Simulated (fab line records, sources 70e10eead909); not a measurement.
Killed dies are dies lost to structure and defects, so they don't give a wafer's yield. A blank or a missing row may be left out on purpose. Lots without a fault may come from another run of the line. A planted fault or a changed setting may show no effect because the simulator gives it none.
fab line records | flow nand_harc
record lots=5 wafers=15 last_day=31
route steps=1302 shown P_M1@293 P_M2@318
lots that met no fault: from a run of the same line without faults
start_h: hours from the record's first day to the start of the lot's first wafer shown | wait_h: hours since the lot's step before | " the same as in the row above | L1.1+2: a row that stands for several wafers | - no value, or no start given | * or withheld: withheld | < > ~ a bound
route shown NAME@n: a module of which the file shows steps, and the number in the route of the first | usual: mean/standard deviation of fault-free wafers | same: alike in all rows | chamber/n: place in a boat | sites: the reading at each site | _std_site: their standard deviation | _edge_site: outer sites' mean less inner sites' | radius_mm: how far each site lies from the wafer's centre | mask NAME#n: copy n | behind: the tool/chamber that last shaped the wafer | hold: why the lot was held/for how many hours/how that ended | device: the transistor (n, p or np) that didn't switch | end of line: the same wafers' tests at the end of the route | a step without rows: its recipe alone | killed: dies lost to structure and defects at the first sort, not the wafer's yield | map: a wafer's dies, x killed, . not, _ none there
set.NAME: the setting as run; set.NAME@STEP: as run at that earlier step | model.NAME: the simulator's own value behind a step, which no gauge read
lots at some steps of the route; a table a step, a row a wafer
services: from which hour (start_h, from the record's first day; less than 0 if before it) a tool's chamber was out of use, for how many hours, and why
## steps
# step NHARC_P_M1_PEB_07
# recipe peb_temp_c=100 peb_time_s=65
# same peb_time_s=65
# columns lot.wafer tool chamber start_h wait_h
L083.2+3+5 litho_track-06 0 220.27 0.1
L089.3+4+6 litho_track-06 0 269.94 0.0
L090.2+5+6 litho_track-04 0 287.84 0.1
L091.1+3+4 litho_track-06 0 296.46 0.1
L093.1+4+6 litho_track-04 0 313.02 0.1
# step NHARC_P_M1_DEVELOP_08
# recipe develop_time_s=35 dev_temp_c=23
# same develop_time_s=35
# columns lot.wafer tool chamber start_h wait_h
L083.2+3+5 litho_track-06 0 - -
L089.3+4+6 litho_track-06 0 - -
L090.2+5+6 litho_track-04 0 - -
L091.1+3+4 litho_track-06 0 - -
L093.1+4+6 litho_track-04 0 - -
# step NHARC_P_M1_CD_MEAS_09
# recipe target_cd_nm=130 landing_energy_ev=500
# usual cd_nm=130.2/0.73
# columns lot.wafer tool chamber start_h wait_h cd_nm
L083.2 cd_sem-01 0 220.35 - 130.3
L083.3 " 0 " " 129.6
L083.5 " 0 " " 131.0
L089.3 cd_sem-01 0 270.02 - 129.3
L089.4 " 0 " " 129.0
L089.6 " 0 " " 129.9
L090.2 cd_sem-01 0 287.93 - 131.3
L090.5 " 0 " " 130.5
L090.6 " 0 " " 130.4
L091.1 cd_sem-01 0 296.54 - 130.3
L091.3 " 0 " " 129.5
L091.4 " 0 " " 129.9
L093.1 cd_sem-03 0 313.10 - 130.2
L093.4 " 0 " " 130.2
L093.6 " 0 " " 130.0
# step NHARC_P_M1_OVL_MEAS_10
# recipe pitch_nm=260
# usual overlay_x_nm=-0.2/0.7 overlay_y_nm=0.3/0.9
# columns lot.wafer tool chamber start_h wait_h overlay_x_nm overlay_y_nm
L083.2 overlay-02 - 220.44 - -1.2 -0.8
L083.3 " - " " -1.0 -0.4
L083.5 " - " " -1.3 -0.8
L089.3 overlay-01 - 270.10 - 0.3 0.8
L089.4 " - " " 0.5 0.9
L089.6 " - " " 0.4 0.9
L090.2 overlay-01 - 288.01 - -0.1 0.9
L090.5 " - " " -0.4 1.2
L090.6 " - " " 0.2 0.2
L091.1 overlay-02 - 296.63 - -0.4 -0.8
L091.3 " - " " -0.7 -0.8
L091.4 " - " " -0.3 -0.6
L093.1 overlay-01 - 313.19 - 0.9 0.3
L093.4 " - " " 1.2 1.0
L093.6 " - " " 0.3 0.8
# step NHARC_P_M1_INSPECT_11
# usual raw_defect_count=4.4/2.4
# columns lot.wafer tool chamber start_h wait_h raw_defect_count
L083.2 defect_inspect-02 - 220.47 0.0 2
L083.3 " - " " 3
L083.5 " - " " 8
L089.3 defect_inspect-01 - 270.14 0.0 2
L089.4 " - " " 7
L089.6 " - " " 7
L090.2 defect_inspect-02 - 288.05 0.0 6
L090.5 " - " " 4
L090.6 " - " " 4
L091.1 defect_inspect-01 - 296.67 0.0 4
L091.3 " - " " 5
L091.4 " - " " 3
L093.1 defect_inspect-01 - 313.23 0.0 4
L093.4 " - " " 6
L093.6 " - " " 4
# step NHARC_P_M1_DESCUM_14
# recipe time_s=3 o2_flow_sccm=200 ar_flow_sccm=0 bias_power_w=0 chemistry=O2
# usual chamber_pressure_mTorr=60.00/0.051 drypump_motor_current_A=5.8/0.39 oes_product_au=1.000/0.0096 rf_vpp_V=58.0/0.95 showerhead_plenum_p_Torr=1.92/0.1 throttle_valve_pct=11.311/0.0092
# columns lot.wafer tool chamber start_h wait_h chamber_pressure_mTorr drypump_motor_current_A oes_product_au rf_hours_counter_h rf_vpp_V showerhead_plenum_p_Torr throttle_valve_pct
L083.3 rie_diel-12 3 220.55 0.1 60.04 6.1 1.026 9 57.9 1.82 11.321
L083.2 " 0 " " 60.12 6.1 1.013 12 58.9 1.98 11.306
L083.5 " 1 " " 59.97 5.8 0.997 - 58.0 2.00 11.310
L089.3 rie_diel-13 3 270.20 0.1 59.91 5.4 0.999 6 55.5 1.87 11.318
L089.6 " 3 " " 60.08 5.4 0.996 - 56.7 1.86 11.310
L089.4 " 2 " " 59.98 5.0 0.997 - 57.3 1.83 11.321
L090.2 rie_diel-13 0 288.12 0.1 59.95 6.2 1.019 6 59.9 2.06 11.311
L090.6 " 3 " " 60.03 5.4 1.008 - 58.3 1.86 11.321
L090.5 " 0 " " 59.98 6.2 1.001 - 59.0 2.06 11.312
L091.1 rie_diel-12 1 296.73 0.1 60.08 5.8 0.978 2 58.6 2.00 11.308
L091.4 " 2 " " 60.07 5.8 1.003 2 59.6 2.03 11.310
L091.3 " 0 " " 60.02 6.1 0.993 2 58.9 1.98 11.304
L093.1 rie_diel-13 2 313.31 0.1 60.01 5.0 0.999 8 57.8 1.83 11.301
L093.4 " 3 " " 59.99 5.4 0.998 9 57.3 1.86 11.322
L093.6 " 0 " " 59.93 6.2 0.996 - 57.8 2.06 11.295
# step NHARC_P_M1_ETCH_35
# recipe target_depth_a=400 overetch_a=120 time_s=43.94 ion_energy_ev=200 n2_flow_sccm=150 h2_flow_sccm=150 ar_flow_sccm=0 rf_w=400 bias_w=150 chemistry=N2/H2
# usual bias_w=149.9/0.48 chamber_pressure_mTorr=30.00/0.03 drypump_motor_current_A=5.8/0.39 h2_flow_sccm=150.0/0.42 oes_product_au=1.001/0.0099 rf_vpp_V=431/3.1 showerhead_plenum_p_Torr=2.04/0.11 throttle_valve_pct=14.171/0.0091
# columns lot.wafer tool chamber start_h wait_h bias_w chamber_pressure_mTorr drypump_motor_current_A h2_flow_sccm oes_product_au rf_hours_counter_h rf_vpp_V showerhead_plenum_p_Torr throttle_valve_pct
L083.3 rie_diel-12 2 220.62 0.1 150.0 30.02 5.8 149.9 1.002 13 433 2.17 14.157
L083.2 " 0 " " 149.7 30.03 6.0 149.9 1.002 12 433 2.11 14.166
L083.5 " 2 " " 149.8 30.02 5.9 150.1 1.003 - 435 2.17 14.181
L089.3 rie_diel-13 2 270.32 0.1 150.7 30.03 5.0 150.2 1.005 5 428 1.95 14.179
L089.4 " 2 " " 149.6 29.99 5.0 149.7 1.008 - 428 1.95 14.167
L089.6 " 1 " " 150.7 30.02 5.6 150.3 1.008 - 427 1.89 14.160
L090.2 rie_diel-13 1 288.21 0.1 150.0 30.01 5.6 150.1 1.007 6 426 1.89 14.171
L090.5 " 2 " " 149.9 30.02 5.0 150.1 1.006 - 429 1.95 14.171
L090.6 " 3 " " 150.5 30.01 5.4 150.2 0.996 - 428 1.99 14.173
L091.4 rie_diel-12 2 296.81 0.1 150.2 30.04 5.9 149.6 1.003 2 435 2.17 14.169
L091.3 " 3 " " 149.7 29.96 6.1 150.6 0.996 2 428 1.93 14.183
L091.1 " 1 " " 150.2 29.99 5.8 150.0 0.988 2 433 2.14 14.173
L093.1 rie_diel-13 3 313.38 0.1 150.0 29.96 5.4 149.8 0.998 9 428 1.99 14.161
L093.4 " 2 " " 149.8 29.97 5.0 150.5 1.002 8 428 1.95 14.156
L093.6 " 3 " " 150.0 30.00 5.4 150.5 1.000 - 430 1.98 14.173
# step NHARC_P_M1_ETCH_15
# recipe target_depth_a=1825 time_s=91.2 c4f8_flow_sccm=withheld ar_flow_sccm=400 rf_w=600 bias_w=300 chemistry=C4F8/Ar
# usual bias_w=300.0/0.91 chamber_pressure_mTorr=25.00/0.033 oes_product_au=0.956/0.022 rf_vpp_V=441/3.2
# columns lot.wafer tool chamber start_h wait_h bias_w chamber_pressure_mTorr oes_product_au rf_hours_counter_h rf_vpp_V
L083.3 rie_diel-12 3 - - 300.8 24.97 0.930 9 437
L083.2 " 0 " " 300.5 24.97 0.926 12 444
L083.5 " 1 " " 301.7 25.02 0.918 - 443
L089.3 rie_diel-13 1 - - 299.9 24.96 0.954 5 436
L089.6 " 2 " " 300.6 25.03 0.938 - 437
L089.4 " 1 " " 299.5 25.29 0.935 - 438
L090.2 rie_diel-13 0 - - 299.8 25.02 0.976 6 446
L090.6 " 0 " " 300.2 24.96 0.973 - 445
L090.5 " 1 " " 299.0 25.03 0.992 - 437
L091.1 rie_diel-12 3 - - 301.8 25.03 0.977 2 438
L091.3 " 1 " " 300.8 25.03 0.950 2 444
L091.4 " 2 " " 300.7 25.02 0.965 2 444
L093.4 rie_diel-13 3 - - 299.3 24.99 0.989 9 439
L093.1 " 0 " " 299.1 25.05 0.958 7 445
L093.6 " 3 " " 299.4 24.98 0.983 - 440
# step NHARC_P_M1_CD_MEAS_16
# usual cd_nm=130.1/1
# columns lot.wafer tool chamber start_h wait_h cd_nm
L083.2 cd_sem-03 - 220.84 - 130.4
L083.3 " - " " 129.2
L083.5 " - " " 130.6
L089.3 cd_sem-02 - 270.58 - 128.4
L089.4 " - " " 128.0
L089.6 " - " " 129.1
L090.2 cd_sem-01 - 288.42 - 132.2
L090.5 " - " " 129.8
L090.6 " - " " 129.9
L091.1 cd_sem-02 - 297.03 - 130.3
L091.3 " - " " 130.1
L091.4 " - " " 130.3
L093.1 cd_sem-03 - 313.59 - 128.7
L093.4 " - " " 129.5
L093.6 " - " " 129.1
# step NHARC_P_M1_STRIP_18
# recipe power_w=1000 n2_flow_sccm=150 h2_flow_sccm=150 ar_flow_sccm=0 bias_w=0 chemistry=N2/H2
# usual chamber_pressure_mTorr=30.002/0.028 drypump_motor_current_A=5.8/0.43 h2_flow_sccm=150.0/0.41 oes_product_au=1.000/0.011 rf_vpp_V=90.6/0.99 showerhead_plenum_p_Torr=2.03/0.11 throttle_valve_pct=14.172/0.0093
# same bias_w=0
# columns lot.wafer tool chamber start_h wait_h chamber_pressure_mTorr drypump_motor_current_A h2_flow_sccm oes_product_au rf_hours_counter_h rf_vpp_V showerhead_plenum_p_Torr throttle_valve_pct
L083.3 rie_diel-13 0 220.94 0.1 29.971 6.2 150.2 1.006 4 91.4 2.20 14.166
L083.2 " 1 " " 29.995 5.6 150.3 1.004 3 89.9 1.90 14.175
L083.5 " 0 " " 29.987 6.3 150.0 1.005 - 91.5 2.20 14.175
L089.3 rie_diel-13 1 270.68 0.1 30.055 5.6 150.8 1.019 5 89.1 1.89 14.166
L089.4 " 3 " " 29.976 5.4 150.7 1.015 - 89.6 1.99 14.184
L089.6 " 2 " " 30.024 5.0 149.8 1.009 - 90.3 1.95 14.175
L090.2 rie_diel-07 0 288.51 0.1 29.990 6.2 149.7 1.000 53 90.1 1.95 14.176
L090.5 " 3 " " 29.979 5.6 150.0 1.016 - 91.3 2.00 14.181
L090.6 " 0 " " 30.017 6.2 150.1 0.994 - 89.5 1.95 14.170
L091.1 rie_diel-13 0 297.11 0.1 29.974 6.2 150.3 1.008 6 91.5 2.20 14.194
L091.4 " 1 " " 30.022 5.6 150.7 1.012 7 89.8 1.89 14.172
L091.3 " 2 " " 29.980 5.0 150.1 0.999 7 89.4 1.95 14.162
L093.1 rie_diel-13 3 313.67 0.1 30.006 5.4 150.1 1.001 9 89.6 1.99 14.184
L093.4 " 1 " " 29.992 5.6 149.8 1.004 8 89.9 1.89 14.182
L093.6 " 0 " " 29.988 6.2 150.4 1.005 - 91.4 2.20 14.181
# step NHARC_P_M1_ETCH_28
# recipe target_depth_a=300 over_etch_frac=0.3 time_s=72.99 ion_energy_ev=150 cf4_flow_sccm=50 n2_flow_sccm=100 ar_flow_sccm=150 rf_w=300 bias_w=100 chemistry=CF4/N2
# usual bias_w=100.0/0.32 chamber_pressure_mTorr=30.000/0.027 drypump_motor_current_A=5.7/0.45 oes_product_au=1.001/0.0097 rf_vpp_V=313.7/2.3 showerhead_plenum_p_Torr=2.61/0.13 throttle_valve_pct=19.796/0.0092
# columns lot.wafer tool chamber start_h wait_h bias_w chamber_pressure_mTorr drypump_motor_current_A oes_product_au rf_hours_counter_h rf_vpp_V showerhead_plenum_p_Torr throttle_valve_pct
L083.2 rie_diel-13 0 - - 99.5 30.001 6.2 1.004 4 316.5 2.82 19.792
L083.3 " 1 " " 99.8 30.016 5.6 1.012 3 310.9 2.45 19.799
L083.5 " 3 " " 99.5 29.978 5.4 1.001 - 312.7 2.56 19.798
L089.3 rie_diel-13 3 - - 99.4 29.947 5.4 1.004 6 311.7 2.56 19.786
L089.4 " 1 " " 100.5 30.041 5.7 1.008 - 310.8 2.45 19.820
L089.6 " 2 " " 99.9 30.008 5.0 1.000 - 311.9 2.52 19.780
L090.2 rie_diel-07 2 - - 99.6 29.931 5.7 1.000 57 317.5 2.79 19.810
L090.5 " 3 " " 99.5 30.025 5.6 1.016 - 313.6 2.58 19.794
L090.6 " 0 " " 100.6 29.963 6.2 0.994 - 312.1 2.52 19.805
L091.4 rie_diel-13 2 - - 100.8 30.037 5.0 1.013 7 312.4 2.51 19.804
L091.1 " 3 " " 100.0 29.987 5.4 1.014 8 313.0 2.56 19.774
L091.3 " 0 " " 100.1 30.059 6.2 1.014 6 316.9 2.82 19.787
L093.1 rie_diel-13 3 - - 99.7 30.006 5.4 0.998 9 313.8 2.56 19.800
L093.4 " 0 " " 99.9 29.998 6.2 0.993 7 318.5 2.82 19.783
L093.6 " 3 " " 99.4 30.044 5.4 0.997 - 314.3 2.56 19.798
# step NHARC_P_M1_STRIP_19
# recipe time_s=600 temp_c=30 chemistry=post_etch_residue_remover
# columns lot.wafer tool chamber start_h wait_h
L083.3+5+2 wet_bench-10 3,6,7 221.28 -
L089.4+6+3 wet_bench-10 5,7,2 271.08 -
L090.6+5+2 wet_bench-10 5,7,1 288.85 -
L091.4+1+3 wet_bench-10 7,2,3 297.48 -
L093.1+6+4 wet_bench-08 4,5,6 314.05 -
# step NHARC_P_M1_DEGAS_29
# recipe temp_c=250 time_s=60
# usual heater_power_w=325/37
# columns lot.wafer tool chamber start_h wait_h heater_power_w
L083.3 pvd_sputter-03 - 221.56 - 266
L083.2 " - " " 280
L083.5 " - " " 261
L089.4 pvd_sputter-01 - 271.36 - 331
L089.3 " - " " 339
L089.6 " - " " 287
L090.2 pvd_sputter-01 - 289.14 - 293
L090.6 " - " " 332
L090.5 " - " " 336
L091.3 pvd_sputter-03 - 297.75 - 342
L091.1 " - " " 266
L091.4 " - " " 299
L093.1 pvd_sputter-02 - 314.31 - 329
L093.4 " - " " 388
L093.6 " - " " 333
# step NHARC_P_M1_PRE_CLEAN_30
# recipe time_s=30 temp_c=280 gas=H2/He
# usual heater_power_w=396/45
# columns lot.wafer tool chamber start_h wait_h heater_power_w
L083.2 pvd_sputter-03 - - - 336
L083.3 " - " " 347
L083.5 " - " " 395
L089.4 pvd_sputter-01 - - - 394
L089.3 " - " " 410
L089.6 " - " " 407
L090.2 pvd_sputter-01 - - - 348
L090.6 " - " " 397
L090.5 " - " " 404
L091.4 pvd_sputter-03 - - - 356
L091.1 " - " " 422
L091.3 " - " " 384
L093.4 pvd_sputter-02 - - - 393
L093.1 " - " " 492
L093.6 " - " " 385
# step NHARC_P_M1_PVD_20
# recipe target_thk_a=50 bias_v=168.6 power_w=15000 chamber_pressure_pa=0.12 time_s=8.06 substrate_temp_c=50 material=TaN
# usual throttle_valve_pct=29.8/1
# columns lot.wafer tool chamber start_h wait_h throttle_valve_pct
L083.3 pvd_sputter-03 - - - 29.9
L083.2 " - " " 29.6
L083.5 " - " " 29.5
L089.3 pvd_sputter-01 - - - 30.5
L089.4 " - " " 28.8
L089.6 " - " " 30.6
L090.2 pvd_sputter-01 - - - 30.6
L090.5 " - " " 28.7
L090.6 " - " " 30.5
L091.4 pvd_sputter-03 - - - 30.1
L091.1 " - " " 29.7
L091.3 " - " " 27.6
L093.1 pvd_sputter-02 - - - 32.4
L093.4 " - " " 29.5
L093.6 " - " " 31.9
# step NHARC_P_M1_PVD_21
# recipe target_thk_a=300 chamber_pressure_pa=5 power_w=5000 substrate_temp_c=30 time_s=20.49 material=Cu
# usual throttle_valve_pct=29.8/1.1
# columns lot.wafer tool chamber start_h wait_h throttle_valve_pct
L083.3 pvd_sputter-03 - - - 29.4
L083.2 " - " " 27.4
L083.5 " - " " 30.2
L089.3 pvd_sputter-01 - - - 31.1
L089.4 " - " " 28.7
L089.6 " - " " 30.7
L090.2 pvd_sputter-01 - - - 29.6
L090.5 " - " " 28.4
L090.6 " - " " 30.4
L091.3 pvd_sputter-03 - - - 30.3
L091.4 " - " " 29.4
L091.1 " - " " 29.5
L093.4 pvd_sputter-02 - - - 30.3
L093.1 " - " " 29.7
L093.6 " - " " 30.2
# step NHARC_P_M1_ECD_22
# recipe target_thk_a=4000 bath_temp_c=25 material=Cu
# columns lot.wafer tool chamber start_h wait_h
L083.2+3+5 ecd_cu-01 1,0,0 221.91 -
L089.3+4+6 ecd_cu-02 0,1,1 271.81 -
L090.2+5+6 ecd_cu-02 1,0,1 289.53 -
L091.1+4+3 ecd_cu-01 1,1,0 298.11 -
L093.1+4+6 ecd_cu-01 0 314.72 -
# step NHARC_P_M1_ANNEAL_31
# recipe temp_c=225 time_s=90
# usual wafer_temp_C_max=226.3/0.49
# columns lot.wafer tool chamber start_h wait_h wafer_temp_C_max
L083.2 rtp_anneal-02 0 222.33 - 225.7
L083.3 " 0 " " 225.7
L083.5 " 0 " " 226.2
L089.3 rtp_anneal-02 0 272.20 - 225.6
L089.4 " 0 " " 226.0
L089.6 " 0 " " 225.9
L090.2 rtp_anneal-01 0 289.91 - 226.5
L090.5 " 0 " " 226.6
L090.6 " 0 " " 226.2
L091.1 rtp_anneal-01 0 298.49 0.3 226.5
L091.3 " 0 " " 226.2
L091.4 " 0 " " 227.1
L093.1 rtp_anneal-01 0 315.04 0.3 226.5
L093.4 " 0 " " 226.6
L093.6 " 0 " " 227.1
# step NHARC_P_M1_CMP_23
# recipe t_overpolish_s=20 target_thk_nm=157.82
# usual motor_current_A=11.4/1.1 time_to_endpoint_s=29.0/2.8
# columns lot.wafer tool chamber start_h wait_h motor_current_A time_to_endpoint_s
L083.3 cmp-04 3 222.63 - 10.3 24.7
L083.2 " 1 " " 11.2 26.5
L083.5 " 3 " " 10.3 27.7
L089.4 cmp-02 0 272.44 - 11.8 30.8
L089.3 " 3 " " 9.6 31.1
L089.6 " 0 " " 11.8 31.0
L090.2 cmp-04 2 290.23 - 10.0 30.4
L090.5 " 1 " " 11.0 30.7
L090.6 " 2 " " 10.1 30.5
L091.3 cmp-04 3 298.84 - 9.4 30.1
L091.1 " 0 " " 12.6 30.2
L091.4 " 2 " " 9.8 32.6
L093.4 cmp-04 3 315.42 - 10.4 30.5
L093.1 " 0 " " 12.7 32.0
L093.6 " 3 " " 10.2 32.7
# step NHARC_P_M1_THK_MEAS_24
# recipe thk_meas_gauge=xrf
# usual thk_nm=157.9/1.5
# columns lot.wafer tool chamber start_h wait_h thk_nm
L083.2 film_metro-02 - 222.94 - 157.9
L083.3 " - " " 158.3
L083.5 " - " " 158.4
L089.3 film_metro-01 - 272.76 - 159.3
L089.4 " - " " 159.7
L089.6 " - " " 157.1
L090.2 film_metro-01 - 290.52 - 159.8
L090.5 " - " " 158.0
L090.6 " - " " 158.6
L091.1 film_metro-02 - 299.15 - 158.7
L091.3 " - " " 160.1
L091.4 " - " " 157.7
L093.1 film_metro-02 - 315.70 - 159.8
L093.4 " - " " 160.9
L093.6 " - " " 161.0
# step NHARC_P_M1_SRD_25
# columns lot.wafer tool chamber start_h wait_h
L083.3+2+5 wet_bench-08 3,4,7 222.98 0.0
L089.6+4+3 wet_bench-10 7,2,4 272.80 0.0
L090.6+5+2 wet_bench-10 5,7,1 290.57 0.0
L091.1+4+3 wet_bench-10 7,3,4 299.19 0.0
L093.4+6+1 wet_bench-08 0,1,2 315.75 0.0
# step NHARC_P_M1_INSPECT_27
# usual raw_defect_count=318/120
# columns lot.wafer tool chamber start_h wait_h raw_defect_count
L083.2 defect_inspect-01 - 223.10 0.0 255
L083.3 " - " " 264
L083.5 " - " " 318
L089.3 defect_inspect-02 - 272.92 0.0 167
L089.4 " - " " 285
L089.6 " - " " 175
L090.2 defect_inspect-02 - 290.68 0.0 341
L090.5 " - " " 276
L090.6 " - " " 258
L091.1 defect_inspect-02 - 299.31 0.0 195
L091.3 " - " " 187
L091.4 " - " " 197
L093.1 defect_inspect-02 - 315.86 0.0 443
L093.4 " - " " 282
L093.6 " - " " 385
# step NHARC_P_M1_PRE_CLEAN_32
# recipe time_s=12 temp_c=370 rf_power_w=300 gas=NH3
# usual heater_power_w=598/76
# columns lot.wafer tool chamber start_h wait_h heater_power_w
L083.3 pecvd-04 2 223.18 0.1 412
L083.2 " 0 " " 550
L083.5 " 2 " " 426
L089.3 pecvd-01 1 273.00 0.1 494
L089.6 " 1 " " 510
L089.4 " 2 " " 640
L090.2 pecvd-02 0 290.75 0.1 687
L090.6 " 0 " " 694
L090.5 " 2 " " 617
L091.1 pecvd-04 1 299.37 0.1 569
L091.3 " 2 " " 492
L091.4 " 1 " " 565
L093.1 pecvd-04 2 315.94 0.1 491
L093.4 " 1 " " 636
L093.6 " 2 " " 475
# step NHARC_P_M1_DEP_33
# recipe target_thk_a=300 temp_c=370 target_thk_nm=30 pressure_torr=3 flow_sccm=200 rf_w=450 material=SiCN
# usual heater_power_w=544/73
# columns lot.wafer tool chamber start_h wait_h heater_power_w
L083.3 pecvd-04 2 223.29 0.1 443
L083.2 " 0 " " 562
L083.5 " 2 " " 438
L089.3 pecvd-01 1 273.10 0.1 481
L089.6 " 1 " " 472
L089.4 " 2 " " 583
L090.2 pecvd-02 0 290.83 0.1 612
L090.6 " 0 " " 598
L090.5 " 2 " " 557
L091.1 pecvd-04 1 299.45 0.1 518
L091.3 " 2 " " 373
L091.4 " 1 " " 520
L093.1 pecvd-04 2 316.05 0.1 470
L093.4 " 1 " " 563
L093.6 " 2 " " 457
# step NHARC_P_M2_DEP_00
# recipe target_thk_a=1825 target_thk_nm=182.5 temp_c=withheld pressure_torr=5 flow_sccm=200 rf_w=600 material=SiOC
# columns lot.wafer tool chamber start_h wait_h
L083.2+3+5 pecvd-01 0,1,0 223.66 -
L089.3+6+4 pecvd-02 0,1,2 273.57 -
L090.2+6+5 pecvd-04 1,0,1 291.28 -
L091.3+1+4 pecvd-02 1,0,0 299.87 -
L093.1+4+6 pecvd-02 2,1,2 316.52 -
# step NHARC_P_M2_DEHYDRATE_01
# recipe temp_c=150 time_s=120
# columns lot.wafer tool chamber start_h wait_h
L083.2+3+5 litho_track-04 0 224.06 -
L089.3+4+6 litho_track-04 0 273.88 -
L090.2+5+6 litho_track-01 0 291.64 -
L091.1+3+4 litho_track-04 0 300.27 -
L093.1+4+6 litho_track-04 0 316.83 -
# step NHARC_P_M2_HMDS_02
# recipe time_s=30
# columns lot.wafer tool chamber start_h wait_h
L083.2+3+5 litho_track-04 0 - -
L089.3+4+6 litho_track-04 0 - -
L090.2+5+6 litho_track-01 0 - -
L091.1+3+4 litho_track-04 0 - -
L093.1+4+6 litho_track-04 0 - -
# step NHARC_P_M2_COAT_34
# recipe temp_c=200 time_s=65
# columns lot.wafer tool chamber start_h wait_h
L083.2+3+5 litho_track-04 0 - -
L089.3+4+6 litho_track-04 0 - -
L090.2+5+6 litho_track-01 0 - -
L091.1+3+4 litho_track-04 0 - -
L093.1+4+6 litho_track-04 0 - -
# step NHARC_P_M2_COAT_03
# recipe spin_rpm=1500 resist_thk_nm=90
# columns lot.wafer tool chamber start_h wait_h
L083.2+3+5 litho_track-04 0 - -
L089.3+4+6 litho_track-04 0 - -
L090.2+5+6 litho_track-01 0 - -
L091.1+3+4 litho_track-04 0 - -
L093.1+4+6 litho_track-04 0 - -
# step NHARC_P_M2_SOFTBAKE_04
# recipe temp_c=105 time_s=55
# columns lot.wafer tool chamber start_h wait_h
L083.2+3+5 litho_track-04 0 - -
L089.3+4+6 litho_track-04 0 - -
L090.2+5+6 litho_track-01 0 - -
L091.1+3+4 litho_track-04 0 - -
L093.1+4+6 litho_track-04 0 - -
# step NHARC_P_M2_EBR_05
# columns lot.wafer tool chamber start_h wait_h
L083.2+3+5 litho_track-04 0 - -
L089.3+4+6 litho_track-04 0 - -
L090.2+5+6 litho_track-01 0 - -
L091.1+3+4 litho_track-04 0 - -
L093.1+4+6 litho_track-04 0 - -
# step NHARC_P_M2_EXPOSE_06
# recipe na=1.35 target_cd_nm=170 dose_mj=80.78 mask_id=P_M2
# columns lot.wafer tool chamber start_h wait_h mask
L083.2+3+5 arfi_scanner-01 0 224.23 - P_M2#0
L089.3+4+6 arfi_scanner-02 0 274.18 - P_M2#0
L090.2+5+6 arfi_scanner-01 0 291.93 - P_M2#0
L091.1+3+4 arfi_scanner-02 0 300.56 - P_M2#0
L093.1+4+6 arfi_scanner-02 0 317.12 - P_M2#0
# step NHARC_P_M2_PEB_07
# recipe peb_temp_c=100 peb_time_s=65
# same peb_time_s=65
# columns lot.wafer tool chamber start_h wait_h
L083.2+3+5 litho_track-01 0 224.28 0.1
L089.3+4+6 litho_track-06 0 274.23 0.0
L090.2+5+6 litho_track-06 0 291.99 0.1
L091.1+3+4 litho_track-01 0 300.62 0.1
L093.1+4+6 litho_track-01 0 317.18 0.1
# step NHARC_P_M2_DEVELOP_08
# recipe develop_time_s=35 dev_temp_c=23
# same develop_time_s=35
# columns lot.wafer tool chamber start_h wait_h
L083.2+3+5 litho_track-01 0 - -
L089.3+4+6 litho_track-06 0 - -
L090.2+5+6 litho_track-06 0 - -
L091.1+3+4 litho_track-01 0 - -
L093.1+4+6 litho_track-01 0 - -
# step NHARC_P_M2_CD_MEAS_09
# recipe target_cd_nm=170 landing_energy_ev=500
# usual cd_nm=170.1/0.63
# columns lot.wafer tool chamber start_h wait_h cd_nm
L083.2 cd_sem-01 0 224.37 - 170.1
L083.3 " 0 " " 171.2
L083.5 " 0 " " 171.2
L089.3 cd_sem-02 0 274.31 - 170.2
L089.4 " 0 " " 170.1
L089.6 " 0 " " 170.3
L090.2 cd_sem-03 0 292.07 - 169.6
L090.5 " 0 " " 169.3
L090.6 " 0 " " 169.4
L091.1 cd_sem-02 0 300.70 - 169.4
L091.3 " 0 " " 170.0
L091.4 " 0 " " 170.3
L093.1 cd_sem-01 0 317.26 - 169.1
L093.4 " 0 " " 170.3
L093.6 " 0 " " 170.3
# step NHARC_P_M2_OVL_MEAS_10
# recipe pitch_nm=340
# usual overlay_x_nm=-0.1/0.78 overlay_y_nm=0.0/0.68
# columns lot.wafer tool chamber start_h wait_h overlay_x_nm overlay_y_nm
L083.2 overlay-02 - 224.45 - -0.5 0.2
L083.3 " - " " 0.3 0.5
L083.5 " - " " -0.3 0.2
L089.3 overlay-02 - 274.40 - -1.0 0.0
L089.4 " - " " -0.7 0.2
L089.6 " - " " -1.2 0.1
L090.2 overlay-02 - 292.15 - -1.0 -0.7
L090.5 " - " " -0.6 -0.7
L090.6 " - " " -0.5 0.0
L091.1 overlay-02 - 300.79 - -0.7 0.4
L091.3 " - " " -1.7 -0.2
L091.4 " - " " -0.8 0.4
L093.1 overlay-01 - 317.35 - -0.4 0.1
L093.4 " - " " 0.5 0.0
L093.6 " - " " -0.2 -0.1
# step NHARC_P_M2_INSPECT_11
# usual raw_defect_count=4.7/2.5
# columns lot.wafer tool chamber start_h wait_h raw_defect_count
L083.2 defect_inspect-01 - 224.49 0.0 5
L083.3 " - " " 5
L083.5 " - " " 9
L089.3 defect_inspect-01 - 274.44 0.0 0
L089.4 " - " " 6
L089.6 " - " " 7
L090.2 defect_inspect-02 - 292.19 0.0 3
L090.5 " - " " 9
L090.6 " - " " 3
L091.1 defect_inspect-02 - 300.82 0.0 2
L091.3 " - " " 7
L091.4 " - " " 3
L093.1 defect_inspect-02 - 317.38 0.0 4
L093.4 " - " " 6
L093.6 " - " " 5
## services
# columns tool chamber start_h hours kind
litho_track-04 - 203.00 7.0 pm
cmp-04 - 209.00 4.0 pm
pecvd-01 - 212.52 0.9 repair
pvd_sputter-01 - 226.00 10.0 pm
pecvd-02 - 227.19 13.0 pm
ecd_cu-01 - 233.68 0.8 repair
pvd_sputter-03 - 243.47 7.9 repair
cmp-04 - 253.69 2.8 repair
ecd_cu-01 - 253.72 0.6 repair
pvd_sputter-02 - 255.59 0.8 repair
rie_diel-13 0 266.45 15.9 repair
rie_diel-12 - 268.69 9.0 pm
pecvd-04 - 269.45 13.0 pm
pvd_sputter-03 - 273.04 1.0 repair
pecvd-02 2 277.93 7.5 repair
pvd_sputter-02 - 282.00 10.0 pm
wet_bench-10 - 284.95 2.9 repair
cmp-04 - 303.00 1.7 repair
rie_diel-13 2 303.14 3.7 repair
cmp-04 - 307.00 4.0 pm
wet_bench-10 - 311.20 8.0 pm
pvd_sputter-01 - 311.78 1.0 repair
pvd_sputter-01 - 314.71 3.5 repair
rie_diel-12 0 315.35 6.9 repair
## key
fault none
